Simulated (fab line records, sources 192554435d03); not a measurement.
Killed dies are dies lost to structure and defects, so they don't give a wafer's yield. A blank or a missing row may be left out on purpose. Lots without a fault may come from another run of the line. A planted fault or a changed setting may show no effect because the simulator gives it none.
Which tool did it? | flow n5_finfet | 10 lots, 29 wafers sampled, at 5 steps of a route of 1938

WHAT THE GAUGES READ, wafer by wafer
N5_BEOL_M4_RC_MEAS_101. Usual: DIBL_N 36.0 mV/V, standard deviation 1.9; DIBL_P 36.0 mV/V, standard deviation 2.1; IOFF_N 0.155 nA/um, standard deviation 0.029; IOFF_P 0.20 nA/um, standard deviation 0.032; ION_N 672 uA/um, standard deviation 11; ION_P 461 uA/um, standard deviation 6.9; SS_N 71.5 mV/dec, standard deviation 0.58; SS_P 73.2 mV/dec, standard deviation 0.64; VT_N 250.4 mV, standard deviation 2.9; VT_P -251.0 mV, standard deviation 2.8.
lot  | measured     | on        | DIBL_N (mV/V)  | DIBL_P (mV/V)  | IOFF_N (nA/um)    | IOFF_P (nA/um) | ION_N (uA/um) | ION_P (uA/um) | SS_N (mV/dec)  | SS_P (mV/dec)  | VT_N (mV)         | VT_P (mV)            | flag
L310 | day 8 17:25  | prober-02 | 36.5 34.5 34.4 | 35.3 33.6 33.3 | 0.129 0.114 0.112 | 0.19 0.18 0.17 | 654 672 666   | 452 470 462   | 71.4 71.0 70.8 | 73.9 72.9 72.3 | 254.5 254.6 254.9 | -251.4 -251.4 -253.8 |
L313 | day 9 18:07  | prober-01 | 34.8 36.1      | 34.1 35.2      | 0.124 0.143       | 0.19 0.20      | 666 660       | 460 460       | 71.1 71.8      | 72.9 73.1      | 252.0 251.5       | -249.1 -249.3        |
L315 | day 10 05:05 | prober-01 | 34.8 37.0 38.5 | 33.1 35.7 36.5 | 0.127 0.158 0.182 | 0.15 0.19 0.20 | 676 684 675   | 453 462 454   | 70.1 71.7 71.5 | 72.5 73.2 73.5 | 249.6 250.7 249.8 | -256.0 -252.9 -251.3 |
L317 | day 10 11:44 | prober-01 | 38.1 35.3 37.7 | 38.0 34.2 37.6 | 0.178 0.125 0.177 | 0.22 0.17 0.21 | 688 671 690   | 468 459 464   | 71.8 71.0 71.1 | 73.3 72.6 73.1 | 247.4 253.8 247.6 | -249.7 -253.8 -250.1 |
L327 | day 12 19:56 | prober-02 | 36.7 37.2 38.1 | 37.7 38.2 40.4 | 0.173 0.186 0.202 | 0.23 0.24 0.28 | 684 669 688   | 470 460 475   | 71.7 71.4 72.0 | 73.8 74.2 74.6 | 248.6 245.9 245.9 | -248.9 -247.8 -245.5 |
L328 | day 13 00:13 | prober-02 | 35.1 32.9 35.1 | 36.4 34.1 37.0 | 0.144 0.119 0.155 | 0.21 0.18 0.22 | 677 654 681   | 467 453 469   | 70.6 70.8 71.7 | 73.3 72.2 73.2 | 249.4 250.0 247.5 | -251.5 -251.7 -249.1 |
L326 | day 12 21:11 | prober-01 | 35.9 37.4 35.4 | 37.6 38.4 37.0 | 0.158 0.185 0.133 | 0.19 0.20 0.17 | 682 674 658   | 463 457 456   | 71.7 71.9 71.7 | 73.3 74.1 73.5 | 251.3 250.6 255.4 | -253.3 -255.3 -255.4 |
L329 | day 13 15:59 | prober-02 | 38.0 36.2 38.5 | 36.8 35.3 37.9 | 0.169 0.148 0.187 | 0.22 0.20 0.23 | 676 673 679   | 469 462 460   | 72.0 70.9 71.9 | 73.9 73.6 74.0 | 249.1 250.4 246.4 | -247.3 -249.4 -247.4 |
L332 | day 13 23:31 | prober-01 | 37.5 35.8 38.0 | 36.0 34.7 36.4 | 0.179 0.147 0.173 | 0.23 0.20 0.24 | 672 678 657   | 465 460 450   | 71.6 71.1 71.5 | 73.9 72.9 73.8 | 248.6 251.6 248.6 | -246.8 -250.3 -252.1 |
L331 | day 14 01:47 | prober-01 | 34.4 33.3 32.8 | 35.1 33.1 33.0 | 0.149 0.118 0.119 | 0.19 0.15 0.16 | 682 661 674   | 466 450 462   | 71.6 71.0 70.4 | 73.0 72.6 72.9 | 252.9 255.5 251.2 | -249.1 -255.7 -253.9 |

WHICH TOOL RAN EACH LOT (tool, then ch and the chambers of the sampled wafers, then the start)
lot  | N5_BEOL_M3_VIA_ETCH_34             | N5_BEOL_M3_SPUTTER_48        | N5_BEOL_M3_ANNEAL_82         | N5_BEOL_M3_ANNEAL_87
L310 | rie_diel-04 ch 2,3, day 7 12:35    | pvd_sputter-03, day 7 14:47  | pvd_sputter-03, day 7 15:18  | pvd_sputter-03, day 7 15:31
L313 | rie_diel-01 ch 1,2, day 8 23:31    | pvd_sputter-02, day 9 00:41  | pvd_sputter-02, day 9 01:13  | pvd_sputter-02, day 9 01:26
L315 | rie_diel-04 ch 0,1,2, day 9 13:43  | pvd_sputter-01, day 9 16:33  | pvd_sputter-01, day 9 17:04  | pvd_sputter-01, day 9 17:17
L317 | rie_diel-04 ch 2,3, day 9 16:46    | pvd_sputter-03, day 9 18:44  | pvd_sputter-03, day 9 19:16  | pvd_sputter-03, day 9 19:29
L327 | rie_diel-05 ch 1,2,3, day 11 22:40 | pvd_sputter-03, day 12 00:08 | pvd_sputter-03, day 12 00:40 | pvd_sputter-03, day 12 00:53
L328 | rie_diel-05 ch 0,1,3, day 12 02:39 | pvd_sputter-01, day 12 04:29 | pvd_sputter-01, day 12 05:00 | pvd_sputter-01, day 12 05:13
L326 | rie_diel-04 ch 0,2,3, day 12 02:41 | pvd_sputter-02, day 12 05:07 | pvd_sputter-02, day 12 05:38 | pvd_sputter-02, day 12 05:51
L329 | rie_diel-04 ch 2,3, day 12 13:57   | pvd_sputter-02, day 12 15:24 | pvd_sputter-02, day 12 15:55 | pvd_sputter-02, day 12 16:08
L332 | rie_diel-01 ch 0, day 12 23:22     | pvd_sputter-03, day 13 01:55 | pvd_sputter-03, day 13 02:26 | pvd_sputter-03, day 13 02:40
L331 | rie_diel-01 ch 0,1,2, day 13 10:39 | pvd_sputter-01, day 13 12:12 | pvd_sputter-01, day 13 12:43 | pvd_sputter-01, day 13 12:56
- N5_BEOL_M3_VIA_ETCH_34: etches the open film in C4F6/O2, target depth 69.4 nm, time 65.9 s.
- N5_BEOL_M3_SPUTTER_48: material Cu, target thk 4.5 nm, time 8.29 s.
- N5_BEOL_M3_ANNEAL_82: time 240 s.
- N5_BEOL_M3_ANNEAL_87: time 240 s.

WHAT THE TOOLS THEMSELVES READ (means of the sampled wafers that have a number; where no wafer has one, the mark that the record gives instead)
N5_BEOL_M3_VIA_ETCH_34. Usual: drypump_motor_current_A 5.7 A, standard deviation 0.34; oes_product_au 0.79 a.u., standard deviation 0.094; rf_vpp_V 664 V, standard deviation 14; showerhead_plenum_p_Torr 2.85 Torr, standard deviation 0.085; throttle_valve_pct 30.7 %, standard deviation 0.38.
lot  | tool        | drypump_motor_current_A (A) | oes_product_au (a.u.) | rf_vpp_V (V) | showerhead_plenum_p_Torr (Torr) | throttle_valve_pct (%) | flag
L310 | rie_diel-04 | 6.1                         | 0.84                  | 671          | 2.82                            | 30.2                   |
L313 | rie_diel-01 | 5.5                         | 0.71                  | 676          | 2.82                            | 30.9                   |
L315 | rie_diel-04 | 6.0                         | 0.76                  | 668          | 2.87                            | 30.6                   |
L317 | rie_diel-04 | 6.0                         | 0.94                  | 669          | 2.87                            | 30.4                   |
L327 | rie_diel-05 | 5.6                         | 0.69                  | 655          | 2.83                            | 30.7                   |
L328 | rie_diel-05 | 5.4                         | 0.75                  | 656          | 2.90                            | 30.9                   |
L326 | rie_diel-04 | 5.9                         | 0.90                  | 661          | 2.86                            | 30.4                   |
L329 | rie_diel-04 | 6.1                         | 0.86                  | 670          | 2.80                            | 30.2                   |
L332 | rie_diel-01 | 5.3                         | 0.79                  | 645          | 2.87                            | 30.9                   |
L331 | rie_diel-01 | 5.4                         | 0.82                  | 666          | 2.83                            | 30.8                   |

N5_BEOL_M3_SPUTTER_48. Usual: chamber_pressure_pa 0.06999 Pa, standard deviation 0.00013; chuck_gas_flow_sccm 1.27 sccm, standard deviation 0.054; susceptor_temp_C -20.00 C, standard deviation 0.098; throttle_valve_pct 29.6 %, standard deviation 1.2.
lot  | tool           | chamber_pressure_pa (Pa) | chuck_gas_flow_sccm (sccm) | susceptor_temp_C (C) | throttle_valve_pct (%) | flag
L310 | pvd_sputter-03 | 0.07001                  | 1.31                       | -20.03               | 29.4                   |
L313 | pvd_sputter-02 | 0.06993                  | 1.25                       | -19.89               | 29.6                   |
L315 | pvd_sputter-01 | 0.07001                  | 1.28                       | -19.88               | 29.2                   |
L317 | pvd_sputter-03 | 0.06987                  | 1.27                       | -20.02               | 30.5                   |
L327 | pvd_sputter-03 | -                        | -                          | -                    | -                      | OFF
L328 | pvd_sputter-01 | 0.07005                  | 1.24                       | -20.03               | 29.3                   |
L326 | pvd_sputter-02 | -                        | -                          | -                    | -                      | OFF
L329 | pvd_sputter-02 | 0.07006                  | 1.31                       | -20.03               | 30.1                   |
L332 | pvd_sputter-03 | 0.07005                  | 1.29                       | -20.02               | 29.0                   |
L331 | pvd_sputter-01 | 0.07004                  | 1.22                       | -19.96               | 29.6                   |

N5_BEOL_M3_ANNEAL_82. Usual: heater_power_w 860 W, standard deviation 91; susceptor_temp_C 400.02 C, standard deviation 0.21.
lot  | tool           | heater_power_w (W) | susceptor_temp_C (C) | flag
L310 | pvd_sputter-03 | 834                | 399.97               |
L313 | pvd_sputter-02 | 990                | 399.94               |
L315 | pvd_sputter-01 | 881                | 399.95               |
L317 | pvd_sputter-03 | 869                | 400.11               |
L327 | pvd_sputter-03 | 798                | 400.02               |
L328 | pvd_sputter-01 | 897                | 399.95               |
L326 | pvd_sputter-02 | 855                | 400.16               |
L329 | pvd_sputter-02 | 922                | 400.02               |
L332 | pvd_sputter-03 | 747                | 399.95               |
L331 | pvd_sputter-01 | 852                | 400.08               |

N5_BEOL_M3_ANNEAL_87. Usual: heater_power_w 859 W, standard deviation 91; susceptor_temp_C 400.00 C, standard deviation 0.24.
lot  | tool           | heater_power_w (W) | susceptor_temp_C (C) | flag
L310 | pvd_sputter-03 | 839                | 399.94               |
L313 | pvd_sputter-02 | 1001               | 400.04               |
L315 | pvd_sputter-01 | 881                | 399.83               |
L317 | pvd_sputter-03 | 859                | 400.15               |
L327 | pvd_sputter-03 | 805                | 400.00               |
L328 | pvd_sputter-01 | 888                | 399.80               |
L326 | pvd_sputter-02 | 853                | 399.96               |
L329 | pvd_sputter-02 | 916                | 399.95               |
L332 | pvd_sputter-03 | 745                | 400.02               |
L331 | pvd_sputter-01 | 854                | 400.12               |

THE ANSWER, worked out from the rows above alone
Rule: a lot is off if the mean of its wafers that have a number lies more than 3 standard deviations from the usual mean. A lot without any number at a reading at which 4 lots or more have one is off too. The other lots that the step has rows for count as sound. The gauges are gone through in route order, then the tools' own readings, and for those a lot's mean is taken as printed above. The first step at which some lot is off is used, and at that step the reading that is off furthest; a lot without a number counts as furthest.
Off: L327, L326, at N5_BEOL_M3_SPUTTER_48 (chamber_pressure_pa). Without a number there: L327, L326.
A tool fits if, at that step or a process step before it, it ran every lot that is off, and no sound lot after the first of them. None of those tried fits.

WHAT THE SIMULATOR HAD PUT IN
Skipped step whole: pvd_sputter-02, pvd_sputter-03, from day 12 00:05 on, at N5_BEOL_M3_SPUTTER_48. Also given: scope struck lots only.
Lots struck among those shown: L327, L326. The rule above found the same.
